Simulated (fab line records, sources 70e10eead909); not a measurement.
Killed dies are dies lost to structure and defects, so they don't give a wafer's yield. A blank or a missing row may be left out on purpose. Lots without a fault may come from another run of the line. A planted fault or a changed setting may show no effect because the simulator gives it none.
A struck lot beside a sound one | flow nand_harc | 15 steps out of a route of 1302
Sound: wafers L318.1, L318.3, L318.5. Struck: wafers L323.1, L323.4, L323.5. The cause comes at the end.
At each step with rows: each side's tool, then ch and its chambers, then its first start. Under that, the readings that differ: sound wafers | struck wafers | difference of the means | sigmas: that difference in standard deviations of wafers without a fault.
alike: readings whose means differ by less than 2 such deviations, and words and numbers that are the same on both sides. not compared: withheld readings, readings that some wafer has no value for, bounds like >300 that may hide the same value, and numbers for which the record gives no deviation and whose values overlap.
The two part at a step that has a row with sigmas, a row that says differs or no value, or rows on one side only. Numbers that don't overlap but have no deviation are shown without sigmas and don't part them. A reading that every wafer of one side lacks parts them only if that side has two wafers or more.

first, 3 steps without rows for these wafers: NHARC_A_CHANNEL_HOLE_D1_EXPOSE_07 (exposes mask HOLE D1, target cd 100 nm); NHARC_A_CHANNEL_HOLE_D1_PEB_08 (peb time 65 s); NHARC_A_CHANNEL_HOLE_D1_DEVELOP_09 (develop time 35 s).
NHARC_A_CHANNEL_HOLE_D1_CD_MEAS_10: target cd 100 nm.
  sound on cd_sem-03 ch 0, day 11 12:58; struck on cd_sem-03 ch 0, day 13 03:57
  alike: cd_nm
NHARC_A_CHANNEL_HOLE_D1_OVL_MEAS_11:
  sound on overlay-01, day 11 13:04; struck on overlay-01, day 13 04:02
  reading           | sound         | struck      | difference | sigmas
  overlay_y_nm (nm) | 0.1 -0.2 -0.7 | 1.9 1.7 0.8 | +1.7       | +2
  alike: overlay_x_nm
NHARC_A_CHANNEL_HOLE_D1_INSPECT_12:
  sound on defect_inspect-01, day 11 13:06; struck on defect_inspect-01, day 13 04:04
  alike: raw_defect_count
NHARC_A_CHANNEL_HOLE_D1_DESCUM_15: chemistry O2, time 3 s.
  sound on rie_diel-11 ch 0,1, day 11 13:10; struck on rie_diel-13 ch 0,2,3, day 13 04:09
  alike: drypump_motor_current_A, oes_product_au, rf_vpp_V, showerhead_plenum_p_Torr, throttle_valve_pct
  not compared: rf_hours_counter_h
NHARC_A_CHANNEL_HOLE_D1_ETCH_38: etches the open film in CF4, target depth 39 nm, time 65 s.
  sound on rie_diel-11 ch 0,2, day 11 13:15; struck on rie_diel-13 ch 1,2, day 13 04:13
  alike: bias_w, cf4_flow_sccm, drypump_motor_current_A, oes_product_au, rf_vpp_V, showerhead_plenum_p_Torr, throttle_valve_pct
  not compared: rf_hours_counter_h
NHARC_A_CHANNEL_HOLE_D1_ETCH_39: etches the open film in N2/H2, target depth 260 nm, time 325 s.
  sound on rie_diel-11 ch 0,2; struck on rie_diel-13 ch 1,2,3
  alike: bias_w, chamber_pressure_mTorr, drypump_motor_current_A, h2_flow_sccm, oes_product_au, rf_vpp_V, showerhead_plenum_p_Torr, throttle_valve_pct
  not compared: rf_hours_counter_h
then, 1 step without rows for these wafers: NHARC_A_CHANNEL_HOLE_D1_ETCH_34 (etches the open film in CF4/CHF3, target depth 154 nm, time 77 s).
NHARC_A_CHANNEL_HOLE_D1_ETCH_16: etches the open film in O2/COS, target depth 3100 nm, time 806 s.
  sound on rie_diel-11 ch 0,2,3; struck on rie_diel-13 ch 1,2,3
  alike: bias_w, chamber_pressure_mTorr, drypump_motor_current_A, oes_product_au, rf_vpp_V, showerhead_plenum_p_Torr, throttle_valve_pct
  not compared: rf_hours_counter_h
NHARC_A_CHANNEL_HOLE_D1_CD_MEAS_18:
  sound on cd_sem-03, day 11 14:16; struck on cd_sem-03, day 13 05:14
  alike: cd_nm
NHARC_A_CHANNEL_HOLE_D1_ETCH_19: etches the open film in C4F8/O2/Ar, time 34.5 s.
  sound on har_etch-02 ch 1, day 11 16:46; struck on har_etch-01 ch 1, day 13 07:47
  no value came back on the struck wafers for any of 5 readings (bias_v (V), c4f8_flow_sccm (sccm) and others); on the sound wafers bias_v (V) reads 1195 1193 1184
  not compared: rf_hours_counter_h
NHARC_A_CHANNEL_HOLE_D1_ETCH_20: etches the open film in C4F8/O2/Ar, time 361.9 s, target depth 1600 nm.
  sound on har_etch-02 ch 1, day 11 16:55; struck on har_etch-01 ch 1, day 13 07:53
  alike: c4f8_flow_sccm, chamber_pressure_mTorr, drypump_motor_current_A, showerhead_plenum_p_Torr, throttle_valve_pct
  not compared: rf_hours_counter_h
-- the record jumps here: 16 days lie between the struck wafers' starts before and after (it left off in module A_CHANNEL_HOLE_D1 and takes up again in module END, whose first step shown is number 1302 of the route) --
NHARC_END_SORT_01:
  the record has rows for the struck wafers here (prober-02 ch 0, day 28 22:34) and none for the sound ones

WHERE THEY PART
First at NHARC_A_CHANNEL_HOLE_D1_OVL_MEAS_11; last, within this record, at NHARC_END_SORT_01.

WHY: what the simulator had put in
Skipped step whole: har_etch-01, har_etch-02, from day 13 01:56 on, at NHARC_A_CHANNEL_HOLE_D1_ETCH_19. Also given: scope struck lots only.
